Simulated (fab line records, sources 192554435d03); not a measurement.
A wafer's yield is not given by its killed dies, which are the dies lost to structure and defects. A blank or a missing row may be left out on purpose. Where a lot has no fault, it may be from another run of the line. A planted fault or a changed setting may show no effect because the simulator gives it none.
Struck lot and sound lot, side by side + flow n5_finfet + 42 out of 1938 route steps
Sound: wafers L711.3, L711.4, L711.5. Wafers struck: L706.2, L706.5. The cause comes at the end.
Each step with rows lists, per side, the tool, then ch with its chambers, then its first start. Under that, the readings that differ: sound wafers + struck wafers + difference of the means + sigmas: that difference in standard deviations of wafers without a fault.
alike: words and numbers the same on both sides, and readings whose means are apart by under 2 such deviations; not compared: readings that were withheld, readings missing a value for some wafer, numbers with overlapping values and no deviation given by the record, and bounds like >300 which may hide the same value.
The two part at a step that has a row with sigmas, a row that says differs or no value, or rows on one side only. When numbers do not overlap yet have no deviation, they are printed without sigmas and do not part them. A reading missing from all wafers of one side parts the sides only when that side holds two or more wafers.

first, 11 steps without rows for these wafers: N5_GATE_CUT_ETCHBACK_00 (etches W in SF6/Cl2); N5_GATE_CUT_ETCH_56 (etches TiN in Cl2/Ar, target depth 21.6 nm); N5_GATE_CUT_ETCHBACK_30 (etches TiN in Cl2/Ar, target depth 3 nm); N5_GATE_CUT_VAPOR_ETCH_60 (etches HfO2 in BCl3/Cl2); N5_GATE_CUT_ETCH_58 (etches SiNx in CH3F/O2, target depth 17 nm, time 128.6 s); N5_GATE_CUT_STRIP_59 (strips in N2/H2, time 20 s); N5_GATE_CUT_PRECLEAN_31 (cleans in DIW, time 300 s); N5_GATE_CUT_SRD_32 (time 30 s); N5_GATE_CUT_SAC_CAP_01 (material SiNx, target thk 24 nm, pulse time 1 s, ald cycles 480); N5_GATE_CUT_PECVD_57 (deposits SiNx from SiH4/NH3/N2, target thk 21 nm); N5_GATE_CUT_CMP_02 (polishes, stops on SiO2, t overpolish 12.7 s, target thk 0 nm).
N5_GATE_CUT_HM_DEP_46: deposits SiO2 from TEOS/O2, target thk 130 nm, time 26.6 s.
  sound on pecvd-03 ch 0,1, day 8 17:18; struck on pecvd-02 ch 1,2, day 7 16:25
| reading                                      | sound         | struck  | difference | sigmas |
|----------------------------------------------|---------------|---------|------------|--------|
| model.SiO2_of_GATE_CUT_HM_DEP_46.thk_nm (nm) | 130.4 133 132 | 80 80.8 | -51        |        |
  alike: heater_power_w, showerhead_plenum_p_Torr, throttle_valve_pct
  not compared: since_wet_clean_h
then, 15 steps without rows for these wafers: N5_GATE_CUT_COAT_34 (time 60 s, resist thk 60 nm); N5_GATE_CUT_COAT_35 (time 60 s, resist thk 10 nm); N5_GATE_CUT_COAT_27 (time 60 s, resist thk 10 nm); N5_GATE_CUT_COAT_07 (resist thk 30 nm); N5_GATE_CUT_EBR_09; N5_GATE_CUT_SOFTBAKE_08 (time 60 s); N5_GATE_CUT_EXPOSE_10 (exposes mask GATE CUT, target cd 20 nm); N5_GATE_CUT_PEB_11 (peb time 60 s); N5_GATE_CUT_DEVELOP_12 (develop time 30 s); N5_GATE_CUT_DESCUM_18 (chemistry O2, time 7 s); N5_GATE_CUT_ETCH_28 (etches underlayer in N2/H2, target depth 13 nm, time 10.4 s); N5_GATE_CUT_ETCH_36 (etches SiARC in CF4, target depth 13 nm, time 21.7 s); N5_GATE_CUT_ETCH_37 (etches SOC in N2/H2, target depth 60 nm, overetch 12 nm, time 90 s); N5_GATE_CUT_STRIP_38 (strips in N2/H2); N5_GATE_CUT_STRIP_39 (strips in N2/H2).
N5_GATE_CUT_HM_OPEN_40: chemistry C4F6/O2, target SiO2, target depth 139 nm, time 85.1 s.
  sound on rie_diel-05 ch 0,2,3, day 8 18:03; struck on rie_diel-02 ch 2,3, day 7 17:04
| reading                                   | sound             | struck      | difference | sigmas |
|-------------------------------------------|-------------------|-------------|------------|--------|
| etch_rf_on_time_s (s)                     | 96.2 97.5 94.5    | 56.3 56.8   | -39.5      | -18    |
| model.etch.depth_nm (nm)                  | 130.4 133.1 132.1 | 80.08 80.87 | -51.39     |        |
| model.SOC_of_GATE_CUT_COAT_34.thk_nm (nm) | 32.8 31.8 32.4    | 43.2 43.6   | +11.1      |        |
  alike: chamber_pressure_mTorr, drypump_motor_current_A, oes_product_au, rf_vpp_V, showerhead_plenum_p_Torr, throttle_valve_pct
  not compared: rf_hours_counter_h
then, 10 steps without rows for these wafers: N5_GATE_CUT_STRIP_41 (strips in CF4); N5_GATE_CUT_STRIP_42 (strips in O2); N5_GATE_CUT_ETCH_19 (etches SiNx in CH3F/O2, target depth 53.7 nm, time 76.7 s); N5_GATE_CUT_CUT_ETCH_53 (etches W in SF6/Cl2, target depth 79.2 nm); N5_GATE_CUT_CUT_ETCH_54 (etches TiN in Cl2/BCl3, target depth 96.7 nm); N5_GATE_CUT_CUT_ETCH_55 (etches HfO2 in BCl3, target depth 3.2 nm); N5_GATE_CUT_ETCH_47 (etches SiO2 in Cl2/BCl3, target depth 10 nm); N5_GATE_CUT_VAPOR_ETCH_48 (etches TiN in BCl3/Cl2); N5_GATE_CUT_VAPOR_ETCH_49 (etches TiAlC in BCl3/Cl2); N5_GATE_CUT_VAPOR_ETCH_51 (etches HfO2 in BCl3/Cl2).
N5_GATE_CUT_THK_MEAS_24:
  sound: film_metro-02 at day 8 20:46; struck: film_metro-01 at day 7 20:40
| reading          | sound             | struck      | difference | sigmas |
|------------------|-------------------|-------------|------------|--------|
| GC_FILL_THK (nm) | 220.6 223.6 221.4 | 170.6 171.6 | -50.8      | -23    |
N5_GATE_CUT_CMP_43: polishes SiO2.
  sound on cmp-02 ch 0,2, day 8 20:52; struck on cmp-01 ch 0,1, day 7 20:52
| reading                                      | sound     | struck  | difference | sigmas |
|----------------------------------------------|-----------|---------|------------|--------|
| model.SiO2_of_GATE_CUT_HM_DEP_46.thk_nm (nm) | 5 5.2 5.2 | 2.6 2.6 | -2.5       |        |
  alike: motor_current_A
-- a jump in the record: the struck wafers' starts before and after are 6 days apart (it breaks off in module GATE_CUT and resumes in module BEOL_M4, where the first step shown is number 1111 of the route) --
N5_BEOL_M4_RC_MEAS_101:
  sound on prober-01 ch 0, day 14 16:14; struck on prober-02 ch 0, day 13 19:52
  alike: DIBL_N, DIBL_P, IOFF_N, IOFF_P, ION_N, ION_P, SS_N, SS_P, VT_N, VT_P
-- record jumps: 4 days separate the struck wafers' starts on either side; left off in module BEOL_M4, taken up again in module PASSIVATION, whose first shown step is the route's number 1936 --
N5_PASSIVATION_PROBE_49:
  sound: prober-01 at day 19 08:28; struck: prober-01 at day 18 06:53
| reading         | sound | struck | difference | sigmas |
|-----------------|-------|--------|------------|--------|
| killed_at_other | 2 1 0 | 13 3   | +7         | +2     |
  alike: defect_limited_yield, killed_at_M0_to_M3, killed_at_M4_up, killed_at_contacts, killed_at_front_end, killed_dies, killed_open, killed_short, sort_bin_5_function, sort_bin_6_memory, sort_bin_8_speed, sort_n_pass, sort_yield_pct

== WHERE THEY PART ==
Last at N5_PASSIVATION_PROBE_49 as far as this record goes, first at N5_GATE_CUT_HM_OPEN_40.

WHY: what the simulator had put in
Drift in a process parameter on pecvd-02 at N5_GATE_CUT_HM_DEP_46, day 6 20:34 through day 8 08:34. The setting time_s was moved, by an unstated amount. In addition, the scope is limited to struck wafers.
